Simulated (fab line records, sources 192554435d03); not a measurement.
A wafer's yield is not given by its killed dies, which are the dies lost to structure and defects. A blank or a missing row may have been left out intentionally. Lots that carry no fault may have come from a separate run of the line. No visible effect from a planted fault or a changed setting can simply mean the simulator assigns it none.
Chamber matching | flow n5-finfet | N5_GATE_CUT_HM_DEP_46 on pecvd-03 has 3 sister chambers
The step deposits SiO2 from TEOS/O2, target thk 130 nm, time 26.6 s. 3 wafers are shown with their chamber, then 12 later ones without.

== WAFERS, EACH WITH ITS CHAMBER ==
wafer  | chamber | throttle-valve-pct (%)
L083.4 | 2       | 18.8
L083.5 | 1       | 17.9
L083.6 | 0       | 18.4

== WAFERS WITH NO CHAMBER GIVEN ==
wafer  | throttle-valve-pct (%)
L084.2 | 18.9
L084.4 | 18.0
L084.6 | 18.0
L088.1 | 18.9
L088.4 | 18.4
L088.6 | 18.3
L093.1 | 18.5
L093.5 | 18.1
L093.6 | 18.2
L095.2 | 18.5
L095.3 | 18.0
L095.4 | 18.3

== WHICH CHAMBER EACH WENT THROUGH ==
wafer  | from the rows above     | in truth
L084.2 | 2                       | 2
L084.4 | 1                       | 1
L084.6 | 1                       | 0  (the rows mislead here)
L088.1 | 2                       | 2
L088.4 | 0                       | 0
L088.6 | 0                       | 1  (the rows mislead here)
L093.1 | can't be placed: 0 or 2 | 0
L093.5 | can't be placed: 1 or 0 | 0
L093.6 | can't be placed: 0 or 1 | 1
L095.2 | can't be placed: 0 or 2 | 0
L095.3 | 1                       | 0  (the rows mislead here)
L095.4 | 0                       | 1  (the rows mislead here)
Correct placement for 4 of the 12. From these rows, 4 cannot be placed; in 4 the true chamber is one of the candidates. Number placed wrongly: 4.
How it was worked out, from the rows above alone: a wafer's distance from a chamber is the root of the sum, over the readings, of the square of ((its reading less the chamber's mean) divided by the reading's scatter). If the next closest chamber is less than 2 further off than the closest, the wafer can't be placed; otherwise it belongs to the closest. For every chamber, the mean is computed from those of its wafers that are shown. The scatter: root of mean squared gap, hidden wafer to nearest shown wafer, with one shown wafer a chamber.
